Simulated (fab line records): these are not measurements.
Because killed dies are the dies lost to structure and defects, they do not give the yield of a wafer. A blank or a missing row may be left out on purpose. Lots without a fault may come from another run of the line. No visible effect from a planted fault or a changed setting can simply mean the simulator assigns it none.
Split-lot experiment || flow n5_finfet || 7 lots, 21 wafers read, on a route of 1938 steps

## SPLIT DETAILS
At N5_BEOL_M10_COAT_60 (time 60 s, resist thk 30 nm), the setting spin_rpm was moved away from the recipe's 1500 rpm on 9 of the 21 wafers read, by -10.5% to +10.1%. The other wafers ran this setting at the recipe's value.

## FROM THE SPLIT TO THE READING: what the file shows between them, 5 steps
- N5_BEOL_M10_COAT_05: resist thk 90 nm (also split here: spin_rpm)
- N5_BEOL_M10_EBR_07
- N5_BEOL_M10_SOFTBAKE_06: time 60 s
- N5_BEOL_M10_DESCUM_16: chemistry O2, time 7.9 s
- N5_BEOL_M10_ETCH_61: etches SiARC in CF4, target depth 39 nm, time 65 s

## THE READING
SiARC_of_BEOL_M10_COAT_60.thk_nm (the simulator's own value, which no gauge read), in nm, at N5_BEOL_M10_ETCH_62 (etches SOC in N2/H2, target depth 110 nm, overetch 22 nm, time 165 s). The file does not state a usual value for it. Average 23.4 nm, standard deviation 0.21 nm, over the 12 wafers here run with the recipe.

{"wafer": "L081.1", "tool, chamber at the split": "litho_track-04, 0", "spin_rpm as run, rpm": 1500, "against the recipe": "recipe", "SiARC_of_BEOL_M10_COAT_60.thk_nm, nm": 23.6, "against lot-mates on the recipe": "-"}
{"wafer": "L081.2", "tool, chamber at the split": "litho_track-04, 0", "spin_rpm as run, rpm": 1500, "against the recipe": "recipe", "SiARC_of_BEOL_M10_COAT_60.thk_nm, nm": 23.8, "against lot-mates on the recipe": "-"}
{"wafer": "L081.3", "tool, chamber at the split": "litho_track-04, 0", "spin_rpm as run, rpm": 1500, "against the recipe": "recipe", "SiARC_of_BEOL_M10_COAT_60.thk_nm, nm": 23.4, "against lot-mates on the recipe": "-"}
{"wafer": "L083.2", "tool, chamber at the split": "litho_track-03, 0", "spin_rpm as run, rpm": 1500, "against the recipe": "recipe", "SiARC_of_BEOL_M10_COAT_60.thk_nm, nm": 23.6, "against lot-mates on the recipe": "-"}
{"wafer": "L083.3", "tool, chamber at the split": "litho_track-03, 0", "spin_rpm as run, rpm": 1343, "against the recipe": "-10.5%", "SiARC_of_BEOL_M10_COAT_60.thk_nm, nm": 25, "against lot-mates on the recipe": "+1.4"}
{"wafer": "L083.6", "tool, chamber at the split": "litho_track-03, 0", "spin_rpm as run, rpm": 1343, "against the recipe": "-10.5%", "SiARC_of_BEOL_M10_COAT_60.thk_nm, nm": 24.8, "against lot-mates on the recipe": "+1.2"}
{"wafer": "L082.2", "tool, chamber at the split": "litho_track-04, 0", "spin_rpm as run, rpm": 1500, "against the recipe": "recipe", "SiARC_of_BEOL_M10_COAT_60.thk_nm, nm": 23, "against lot-mates on the recipe": "-"}
{"wafer": "L082.4", "tool, chamber at the split": "litho_track-04, 0", "spin_rpm as run, rpm": 1500, "against the recipe": "recipe", "SiARC_of_BEOL_M10_COAT_60.thk_nm, nm": 23.4, "against lot-mates on the recipe": "-"}
{"wafer": "L082.6", "tool, chamber at the split": "litho_track-04, 0", "spin_rpm as run, rpm": 1500, "against the recipe": "recipe", "SiARC_of_BEOL_M10_COAT_60.thk_nm, nm": 23.2, "against lot-mates on the recipe": "-"}
{"wafer": "L085.1", "tool, chamber at the split": "litho_track-01, 0", "spin_rpm as run, rpm": 1547, "against the recipe": "+3.1%", "SiARC_of_BEOL_M10_COAT_60.thk_nm, nm": 23.4, "against lot-mates on the recipe": "+0.0"}
{"wafer": "L085.2", "tool, chamber at the split": "litho_track-01, 0", "spin_rpm as run, rpm": 1500, "against the recipe": "recipe", "SiARC_of_BEOL_M10_COAT_60.thk_nm, nm": 23.4, "against lot-mates on the recipe": "-"}
{"wafer": "L085.5", "tool, chamber at the split": "litho_track-01, 0", "spin_rpm as run, rpm": 1547, "against the recipe": "+3.1%", "SiARC_of_BEOL_M10_COAT_60.thk_nm, nm": 22.8, "against lot-mates on the recipe": -0.6}
{"wafer": "L087.3", "tool, chamber at the split": "litho_track-04, 0", "spin_rpm as run, rpm": 1652, "against the recipe": "+10.1%", "SiARC_of_BEOL_M10_COAT_60.thk_nm, nm": 22.4, "against lot-mates on the recipe": "no lot-mate on the recipe"}
{"wafer": "L087.5", "tool, chamber at the split": "litho_track-04, 0", "spin_rpm as run, rpm": 1652, "against the recipe": "+10.1%", "SiARC_of_BEOL_M10_COAT_60.thk_nm, nm": 22.4, "against lot-mates on the recipe": "no lot-mate on the recipe"}
{"wafer": "L087.4", "tool, chamber at the split": "litho_track-04, 0", "spin_rpm as run, rpm": 1652, "against the recipe": "+10.1%", "SiARC_of_BEOL_M10_COAT_60.thk_nm, nm": 22.2, "against lot-mates on the recipe": "no lot-mate on the recipe"}
{"wafer": "L091.1", "tool, chamber at the split": "litho_track-01, 0", "spin_rpm as run, rpm": 1500, "against the recipe": "recipe", "SiARC_of_BEOL_M10_COAT_60.thk_nm, nm": 23.6, "against lot-mates on the recipe": "-"}
{"wafer": "L091.2", "tool, chamber at the split": "litho_track-01, 0", "spin_rpm as run, rpm": 1500, "against the recipe": "recipe", "SiARC_of_BEOL_M10_COAT_60.thk_nm, nm": 23.6, "against lot-mates on the recipe": "-"}
{"wafer": "L091.6", "tool, chamber at the split": "litho_track-01, 0", "spin_rpm as run, rpm": 1500, "against the recipe": "recipe", "SiARC_of_BEOL_M10_COAT_60.thk_nm, nm": 23.4, "against lot-mates on the recipe": "-"}
{"wafer": "L093.3", "tool, chamber at the split": "litho_track-03, 0", "spin_rpm as run, rpm": 1500, "against the recipe": "recipe", "SiARC_of_BEOL_M10_COAT_60.thk_nm, nm": 23.2, "against lot-mates on the recipe": "-"}
{"wafer": "L093.4", "tool, chamber at the split": "litho_track-03, 0", "spin_rpm as run, rpm": 1409, "against the recipe": "-6.1%", "SiARC_of_BEOL_M10_COAT_60.thk_nm, nm": 24.8, "against lot-mates on the recipe": "+1.6"}
{"wafer": "L093.5", "tool, chamber at the split": "litho_track-03, 0", "spin_rpm as run, rpm": 1409, "against the recipe": "-6.1%", "SiARC_of_BEOL_M10_COAT_60.thk_nm, nm": 24.4, "against lot-mates on the recipe": "+1.2"}

FIT RESULTS
A straight line over all 21 wafers: SiARC_of_BEOL_M10_COAT_60.thk_nm changes by -0.13 nm for each +1% of spin_rpm; r = -0.95; the points scatter about the line by 0.25 nm.
The same after taking each lot's own level away (the mean of its wafers on the recipe; 18 wafers): -0.143 nm for each +1%; r = -0.91; scatter 0.26 nm.
That fit puts the effect of the largest move of spin_rpm on the reading at 1.5 nm.
From 23.20 to 23.60 nm: that is the span of the lots' own levels, equal to 1.9 times the standard deviation above.
Consequently the slope shifts little with the lot-to-lot level, the two slopes agreeing.
Check: for one of the wafers moved furthest among these (-10.5%), held out of the fit, the line's prediction against its lot-mates is +1.63 nm. Against them it came out at +1.4 nm.

## THE OTHER SPLITS THESE WAFERS WENT THROUGH
Other splits were also applied to these wafers ahead of the reading. Each is held against what the fit with the lots' levels taken away leaves over:
{"other split on the same wafers": "N5_BEOL_M8_EXPOSE_25 dose_mj", "wafers away from the commonest value": 9, "r with SiARC_of_BEOL_M10_COAT_60.thk_nm (lot level and that fit taken away)": -0.47}
{"other split on the same wafers": "N5_BEOL_M9_ETCH_66 bias_w", "wafers away from the commonest value": 6, "r with SiARC_of_BEOL_M10_COAT_60.thk_nm (lot level and that fit taken away)": "+0.26"}
{"other split on the same wafers": "N5_BEOL_M9_TRENCH_ETCH_37 bias_w", "wafers away from the commonest value": 5, "r with SiARC_of_BEOL_M10_COAT_60.thk_nm (lot level and that fit taken away)": "+0.39"}
{"other split on the same wafers": "N5_BEOL_M10_COAT_05 spin_rpm", "wafers away from the commonest value": 6, "r with SiARC_of_BEOL_M10_COAT_60.thk_nm (lot level and that fit taken away)": "+0.09"}

## THE WHOLE CHAIN: every reading that the file lists as answering this split, in the file's order
{"step": "N5_BEOL_M10_COAT_60", "what it does": "time 60 s, resist thk 30 nm", "reading": "SiARC_of_BEOL_M10_COAT_60.thk_nm (the simulator's own value, which no gauge read)", "change (the file's fit)": "-0.172 nm for each +1% of the setting", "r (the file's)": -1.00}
{"step": "N5_BEOL_M10_ETCH_61", "what it does": "etches SiARC in CF4, target depth 39 nm, time 65 s", "reading": "etch.depth_nm (the simulator's own value, which no gauge read)", "change (the file's fit)": "-0.166 nm for each +1% of the setting", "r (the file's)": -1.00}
{"step": "N5_BEOL_M10_ETCH_62", "what it does": "etches SOC in N2/H2, target depth 110 nm, overetch 22 nm, time 165 s", "reading": "SiARC_of_BEOL_M10_COAT_60.thk_nm (the simulator's own value, which no gauge read)", "change (the file's fit)": "-0.148 nm for each +1% of the setting", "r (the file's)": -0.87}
{"step": "N5_BEOL_M10_ETCH_61", "what it does": "etches SiARC in CF4, target depth 39 nm, time 65 s", "reading": "CAR-ArF_of_BEOL_M10_COAT_05.thk_nm (the simulator's own value, which no gauge read)", "change (the file's fit)": "+0.155 nm for each +1% of the setting, in a fit together with spin_rpm@BEOL_M10_COAT_05", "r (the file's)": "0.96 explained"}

## THE FILE'S OWN FIT
SiARC_of_BEOL_M10_COAT_60.thk_nm changes by -0.148 nm for each +1% of spin_rpm, r = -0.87.
